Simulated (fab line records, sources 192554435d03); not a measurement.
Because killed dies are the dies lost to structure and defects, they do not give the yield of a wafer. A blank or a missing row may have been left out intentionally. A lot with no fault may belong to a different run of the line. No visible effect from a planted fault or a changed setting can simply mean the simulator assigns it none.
Split-lot experiment || flow n5_finfet || 21 wafers read across 7 lots, on a route 1938 steps long

THE SPLIT ITSELF
At N5_BEOL_M14_ETCH_68 (etches SOC in N2/H2, time 450 s), the setting time_s was moved away from the recipe's 450 s on 3 of the 21 wafers read, by -17.8% to +12.0%. This setting was run at the recipe's value on the other wafers.

Reading taken at the split's own step.

THE READING
SiARC_of_BEOL_M14_COAT_66.thk_nm (the simulator's own value, which no gauge read), in nm, at N5_BEOL_M14_ETCH_68 (etches SOC in N2/H2, time 450 s). There is no usual value for it anywhere in the file. Across the 18 wafers here that went through the recipe, the average is 64.9 nm and the standard deviation 0.57 nm.

{"wafer": "L078.1", "tool, chamber at the split": "rie_diel-02, 0", "time_s as run, s": 450, "against the recipe": "recipe", "SiARC_of_BEOL_M14_COAT_66.thk_nm, nm": 64.2, "against lot-mates on the recipe": "-"}
{"wafer": "L078.2", "tool, chamber at the split": "rie_diel-02, 3", "time_s as run, s": 450, "against the recipe": "recipe", "SiARC_of_BEOL_M14_COAT_66.thk_nm, nm": 64.4, "against lot-mates on the recipe": "-"}
{"wafer": "L078.6", "tool, chamber at the split": "rie_diel-02, 1", "time_s as run, s": 450, "against the recipe": "recipe", "SiARC_of_BEOL_M14_COAT_66.thk_nm, nm": 65.6, "against lot-mates on the recipe": "-"}
{"wafer": "L077.3", "tool, chamber at the split": "rie_diel-06, 2", "time_s as run, s": 450, "against the recipe": "recipe", "SiARC_of_BEOL_M14_COAT_66.thk_nm, nm": 65.6, "against lot-mates on the recipe": "-"}
{"wafer": "L077.5", "tool, chamber at the split": "rie_diel-06, 1", "time_s as run, s": 450, "against the recipe": "recipe", "SiARC_of_BEOL_M14_COAT_66.thk_nm, nm": 63.8, "against lot-mates on the recipe": "-"}
{"wafer": "L077.6", "tool, chamber at the split": "rie_diel-06, 0", "time_s as run, s": 450, "against the recipe": "recipe", "SiARC_of_BEOL_M14_COAT_66.thk_nm, nm": 65, "against lot-mates on the recipe": "-"}
{"wafer": "L082.3", "tool, chamber at the split": "rie_diel-01, 0", "time_s as run, s": 450, "against the recipe": "recipe", "SiARC_of_BEOL_M14_COAT_66.thk_nm, nm": 65.2, "against lot-mates on the recipe": "-"}
{"wafer": "L082.4", "tool, chamber at the split": "rie_diel-01, 2", "time_s as run, s": 450, "against the recipe": "recipe", "SiARC_of_BEOL_M14_COAT_66.thk_nm, nm": 65.4, "against lot-mates on the recipe": "-"}
{"wafer": "L082.5", "tool, chamber at the split": "rie_diel-01, 0", "time_s as run, s": 450, "against the recipe": "recipe", "SiARC_of_BEOL_M14_COAT_66.thk_nm, nm": 65, "against lot-mates on the recipe": "-"}
{"wafer": "L090.1", "tool, chamber at the split": "rie_diel-06, 2", "time_s as run, s": 450, "against the recipe": "recipe", "SiARC_of_BEOL_M14_COAT_66.thk_nm, nm": 65.8, "against lot-mates on the recipe": "-"}
{"wafer": "L090.3", "tool, chamber at the split": "rie_diel-06, 0", "time_s as run, s": 450, "against the recipe": "recipe", "SiARC_of_BEOL_M14_COAT_66.thk_nm, nm": 65.6, "against lot-mates on the recipe": "-"}
{"wafer": "L090.6", "tool, chamber at the split": "rie_diel-06, 3", "time_s as run, s": 450, "against the recipe": "recipe", "SiARC_of_BEOL_M14_COAT_66.thk_nm, nm": 64.8, "against lot-mates on the recipe": "-"}
{"wafer": "L092.1", "tool, chamber at the split": "rie_diel-02, 0", "time_s as run, s": 450, "against the recipe": "recipe", "SiARC_of_BEOL_M14_COAT_66.thk_nm, nm": 65, "against lot-mates on the recipe": "-"}
{"wafer": "L092.2", "tool, chamber at the split": "rie_diel-02, 1", "time_s as run, s": 450, "against the recipe": "recipe", "SiARC_of_BEOL_M14_COAT_66.thk_nm, nm": 65, "against lot-mates on the recipe": "-"}
{"wafer": "L092.6", "tool, chamber at the split": "rie_diel-02, 2", "time_s as run, s": 450, "against the recipe": "recipe", "SiARC_of_BEOL_M14_COAT_66.thk_nm, nm": 64.8, "against lot-mates on the recipe": "-"}
{"wafer": "L095.3", "tool, chamber at the split": "rie_diel-06, 1", "time_s as run, s": 369.9, "against the recipe": "-17.8%", "SiARC_of_BEOL_M14_COAT_66.thk_nm, nm": 72.4, "against lot-mates on the recipe": "+8.0"}
{"wafer": "L095.5", "tool, chamber at the split": "rie_diel-06, 2", "time_s as run, s": 369.9, "against the recipe": "-17.8%", "SiARC_of_BEOL_M14_COAT_66.thk_nm, nm": 72.8, "against lot-mates on the recipe": "+8.4"}
{"wafer": "L095.6", "tool, chamber at the split": "rie_diel-06, 3", "time_s as run, s": 450, "against the recipe": "recipe", "SiARC_of_BEOL_M14_COAT_66.thk_nm, nm": 64.4, "against lot-mates on the recipe": "-"}
{"wafer": "L094.3", "tool, chamber at the split": "rie_diel-01, 2", "time_s as run, s": 450, "against the recipe": "recipe", "SiARC_of_BEOL_M14_COAT_66.thk_nm, nm": 65.2, "against lot-mates on the recipe": "-"}
{"wafer": "L094.4", "tool, chamber at the split": "rie_diel-01, 2", "time_s as run, s": 503.9, "against the recipe": "+12.0%", "SiARC_of_BEOL_M14_COAT_66.thk_nm, nm": 60.2, "against lot-mates on the recipe": -4.4}
{"wafer": "L094.6", "tool, chamber at the split": "rie_diel-01, 0", "time_s as run, s": 450, "against the recipe": "recipe", "SiARC_of_BEOL_M14_COAT_66.thk_nm, nm": 64, "against lot-mates on the recipe": "-"}

THE FIT
A straight line over all 21 wafers: SiARC_of_BEOL_M14_COAT_66.thk_nm changes by -0.423 nm for each +1% of time_s; r = -0.98; the points scatter about the line by 0.56 nm.
The same after taking each lot's own level away (the mean of its wafers on the recipe; 21 wafers): -0.441 nm for each +1%; r = -0.98; scatter 0.52 nm.
Per that fit: largest time_s move, reading shift of 7.9 nm.
Across the lots, their own levels run from 64.40 to 65.40 nm, a range of 1.8 times the standard deviation given above.
Consequently the slope shifts little with the lot-to-lot level, the two slopes agreeing.
Check: for one of the wafers moved furthest among these (-17.8%), held out of the fit, the line's prediction against its lot-mates is +7.88 nm. It came out at +8 nm against them.

OTHER SPLITS APPLIED TO THESE WAFERS
Before the reading, these wafers also passed through other splits. Each is held against what the fit with the lots' levels taken away leaves over:
{"other split on the same wafers": "N5_BEOL_M12_PEB_08 peb_temp_c", "wafers away from the commonest value": 6, "r with SiARC_of_BEOL_M14_COAT_66.thk_nm (lot level and that fit taken away)": "+0.02"}
{"other split on the same wafers": "N5_BEOL_M13_COAT_04 spin_rpm", "wafers away from the commonest value": 10, "r with SiARC_of_BEOL_M14_COAT_66.thk_nm (lot level and that fit taken away)": -0.14}
{"other split on the same wafers": "N5_BEOL_M13_DEP_53 time_s", "wafers away from the commonest value": 6, "r with SiARC_of_BEOL_M14_COAT_66.thk_nm (lot level and that fit taken away)": "+0.44"}
{"other split on the same wafers": "N5_BEOL_M14_ILD_DEP_00 temp_c", "wafers away from the commonest value": 5, "r with SiARC_of_BEOL_M14_COAT_66.thk_nm (lot level and that fit taken away)": -0.17}
{"other split on the same wafers": "N5_BEOL_M14_EXPOSE_25 dose_mj", "wafers away from the commonest value": 8, "r with SiARC_of_BEOL_M14_COAT_66.thk_nm (lot level and that fit taken away)": "+0.04"}

THE FILE'S OWN FIT
SiARC_of_BEOL_M14_COAT_66.thk_nm changes by -0.432 nm for each +1% of time_s, r = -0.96.
